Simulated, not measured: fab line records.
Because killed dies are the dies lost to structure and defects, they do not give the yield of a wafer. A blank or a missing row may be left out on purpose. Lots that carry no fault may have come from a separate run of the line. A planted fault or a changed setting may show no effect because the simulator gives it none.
Split-lot experiment || flow n5 finfet || route with 1938 steps; 7 lots, 21 wafers read

== THE SPLIT ==
At N5_BEOL_M6_EXPOSE_08 (exposes mask M6), the setting dose mj was moved away from the recipe's 68.25 on 7 of the 21 wafers read, by -7.2% to +6.2%. For the rest of the wafers, this setting stayed at what the recipe calls for.

== FROM THE SPLIT TO THE READING: what the file shows between them, 15 steps ==
- N5_BEOL_M6_PEB_09: peb time 60 s
- N5_BEOL_M6_DEVELOP_10: develop time 30 s
- N5_BEOL_M6_CD_MEAS_11: target cd 38.5 nm
- N5_BEOL_M6_DESCUM_16: chemistry O2, time 7.9 s
- N5_BEOL_M6_ETCH_61: etches SiARC in CF4, target depth 45.5 nm, time 75.8 s
- N5_BEOL_M6_ETCH_62: etches SOC in N2/H2, target depth 110 nm, overetch 22 nm, time 165 s (also split here: bias w)
- N5_BEOL_M6_STRIP_68: strips in N2/H2
- N5_BEOL_M6_STRIP_67: strips in CF4
- N5_BEOL_M6_HM_OPEN_17: chemistry Cl2/BCl3, target TiN, target depth 20 nm, overetch 6 nm
- N5_BEOL_M6_STRIP_19: strips in O2
- N5_BEOL_M6_CD_MEAS_18: pitch 80 nm, target cd 40 nm
- N5_BEOL_M6_COAT_63: time 60 s, resist thk 60 nm
- N5_BEOL_M6_COAT_64: time 60 s, resist thk 12 nm
- N5_BEOL_M6_PRECLEAN_42: cleans in residue remover, time 60 s
- N5_BEOL_M6_SRD_43: time 30 s

== THE READING ==
cd nm, in nm, at N5_BEOL_M6_CD_MEAS_35 (target cd 40 nm, target cd y 28 nm). Fault-free wafers of this fab line usually give 39.9 nm, standard deviation 0.59 nm.

{"wafer": "L074.3", "tool, chamber at the split": "arfi scanner-02, 0", "dose mj as run": 68.25, "against the recipe": "recipe", "cd nm, nm": 39.8, "against lot-mates on the recipe": "-"}
{"wafer": "L074.5", "tool, chamber at the split": "arfi scanner-02, 0", "dose mj as run": 68.25, "against the recipe": "recipe", "cd nm, nm": 40.2, "against lot-mates on the recipe": "-"}
{"wafer": "L074.6", "tool, chamber at the split": "arfi scanner-02, 0", "dose mj as run": 64.97, "against the recipe": "-4.8%", "cd nm, nm": 37.1, "against lot-mates on the recipe": -2.9}
{"wafer": "L079.1", "tool, chamber at the split": "arfi scanner-02, 0", "dose mj as run": 68.25, "against the recipe": "recipe", "cd nm, nm": 40.2, "against lot-mates on the recipe": "-"}
{"wafer": "L079.2", "tool, chamber at the split": "arfi scanner-02, 0", "dose mj as run": 68.25, "against the recipe": "recipe", "cd nm, nm": 40.1, "against lot-mates on the recipe": "-"}
{"wafer": "L079.4", "tool, chamber at the split": "arfi scanner-02, 0", "dose mj as run": 68.25, "against the recipe": "recipe", "cd nm, nm": 39.2, "against lot-mates on the recipe": "-"}
{"wafer": "L081.2", "tool, chamber at the split": "arfi scanner-02, 0", "dose mj as run": 68.25, "against the recipe": "recipe", "cd nm, nm": 39.9, "against lot-mates on the recipe": "-"}
{"wafer": "L081.4", "tool, chamber at the split": "arfi scanner-02, 0", "dose mj as run": 71.68, "against the recipe": "+5.0%", "cd nm, nm": 42.4, "against lot-mates on the recipe": "+2.5"}
{"wafer": "L081.6", "tool, chamber at the split": "arfi scanner-02, 0", "dose mj as run": 71.68, "against the recipe": "+5.0%", "cd nm, nm": 41.3, "against lot-mates on the recipe": "+1.4"}
{"wafer": "L082.2", "tool, chamber at the split": "arfi scanner-01, 0", "dose mj as run": 68.25, "against the recipe": "recipe", "cd nm, nm": 39.3, "against lot-mates on the recipe": "-"}
{"wafer": "L082.3", "tool, chamber at the split": "arfi scanner-01, 0", "dose mj as run": 68.25, "against the recipe": "recipe", "cd nm, nm": 40.3, "against lot-mates on the recipe": "-"}
{"wafer": "L082.6", "tool, chamber at the split": "arfi scanner-01, 0", "dose mj as run": 68.25, "against the recipe": "recipe", "cd nm, nm": 40.2, "against lot-mates on the recipe": "-"}
{"wafer": "L084.2", "tool, chamber at the split": "arfi scanner-03, 0", "dose mj as run": 65.09, "against the recipe": "-4.6%", "cd nm, nm": 38.7, "against lot-mates on the recipe": -1.7}
{"wafer": "L084.4", "tool, chamber at the split": "arfi scanner-03, 0", "dose mj as run": 68.25, "against the recipe": "recipe", "cd nm, nm": 40.4, "against lot-mates on the recipe": "-"}
{"wafer": "L084.5", "tool, chamber at the split": "arfi scanner-03, 0", "dose mj as run": 65.09, "against the recipe": "-4.6%", "cd nm, nm": 38.3, "against lot-mates on the recipe": -2.1}
{"wafer": "L086.2", "tool, chamber at the split": "arfi scanner-02, 0", "dose mj as run": 68.25, "against the recipe": "recipe", "cd nm, nm": 40.2, "against lot-mates on the recipe": "-"}
{"wafer": "L086.4", "tool, chamber at the split": "arfi scanner-02, 0", "dose mj as run": 68.25, "against the recipe": "recipe", "cd nm, nm": 39.9, "against lot-mates on the recipe": "-"}
{"wafer": "L086.6", "tool, chamber at the split": "arfi scanner-02, 0", "dose mj as run": 63.36, "against the recipe": "-7.2%", "cd nm, nm": 36.3, "against lot-mates on the recipe": -3.8}
{"wafer": "L096.1", "tool, chamber at the split": "arfi scanner-02, 0", "dose mj as run": 72.48, "against the recipe": "+6.2%", "cd nm, nm": 43.7, "against lot-mates on the recipe": "+3.8"}
{"wafer": "L096.4", "tool, chamber at the split": "arfi scanner-02, 0", "dose mj as run": 68.25, "against the recipe": "recipe", "cd nm, nm": 40.1, "against lot-mates on the recipe": "-"}
{"wafer": "L096.5", "tool, chamber at the split": "arfi scanner-02, 0", "dose mj as run": 68.25, "against the recipe": "recipe", "cd nm, nm": 39.7, "against lot-mates on the recipe": "-"}

THE FIT
A straight line over all 21 wafers: cd nm changes by +0.464 nm for each +1% of dose mj; r = +0.95; the points scatter about the line by 0.51 nm.
The same after taking each lot's own level away (the mean of its wafers on the recipe; 21 wafers): +0.492 nm for each +1%; r = +0.96; scatter 0.45 nm.
Per that fit: largest dose mj move, reading shift of 3.5 nm.
Measured against the standard deviation above, the lots' own levels, which go from 39.83 to 40.40 nm, span 1.0 times it.
So the lot-to-lot level changes the slope little: the two slopes agree.
Check: for one of the wafers moved furthest among these (-7.2%), held out of the fit, the line's prediction against its lot-mates is -3.46 nm. Against them it came out at -3.75 nm.

== FURTHER SPLITS ON THESE WAFERS ==
Other splits were also applied to these wafers ahead of the reading. Each is held against what the fit with the lots' levels taken away leaves over:
{"other split on the same wafers": "N5_BEOL_M5_ETCH_41 source w", "wafers away from the commonest value": 10, "r with cd nm (lot level and that fit taken away)": -0.57}
{"other split on the same wafers": "N5_BEOL_M6_ETCH_62 bias w", "wafers away from the commonest value": 9, "r with cd nm (lot level and that fit taken away)": "+0.13"}

== THE WHOLE CHAIN: every reading that the file lists as answering this split, in the file's order ==
{"step": "N5_BEOL_M6_CD_MEAS_11", "what it does": "target cd 38.5 nm", "reading": "cd nm", "change (the file's fit)": "+0.459 nm for each +1% of the setting", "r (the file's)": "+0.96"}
{"step": "N5_BEOL_M6_ETCH_61", "what it does": "etches SiARC in CF4, target depth 45.5 nm, time 75.8 s", "reading": "BEOL_M6.cd offset nm (the simulator's own value, which no gauge read)", "change (the file's fit)": "+0.487 nm for each +1% of the setting", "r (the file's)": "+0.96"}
{"step": "N5_BEOL_M6_ETCH_62", "what it does": "etches SOC in N2/H2, target depth 110 nm, overetch 22 nm, time 165 s", "reading": "BEOL_M6.cd offset nm (the simulator's own value, which no gauge read)", "change (the file's fit)": "+0.518 nm for each +1% of the setting", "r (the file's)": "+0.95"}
{"step": "N5_BEOL_M6_HM_OPEN_17", "what it does": "chemistry Cl2/BCl3, target TiN, target depth 20 nm, overetch 6 nm", "reading": "BEOL_M6.cd offset nm (the simulator's own value, which no gauge read)", "change (the file's fit)": "+0.525 nm for each +1% of the setting", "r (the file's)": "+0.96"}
{"step": "N5_BEOL_M6_CD_MEAS_18", "what it does": "pitch 80 nm, target cd 40 nm", "reading": "cd nm", "change (the file's fit)": "+0.525 nm for each +1% of the setting", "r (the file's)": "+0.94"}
{"step": "N5_BEOL_M6_CD_MEAS_35", "what it does": "target cd 40 nm, target cd y 28 nm", "reading": "cd nm", "change (the file's fit)": "+0.521 nm for each +1% of the setting", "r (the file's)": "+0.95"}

== THE FILE'S OWN FIT ==
cd nm changes by +0.521 nm for each +1% of dose mj, r = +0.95.
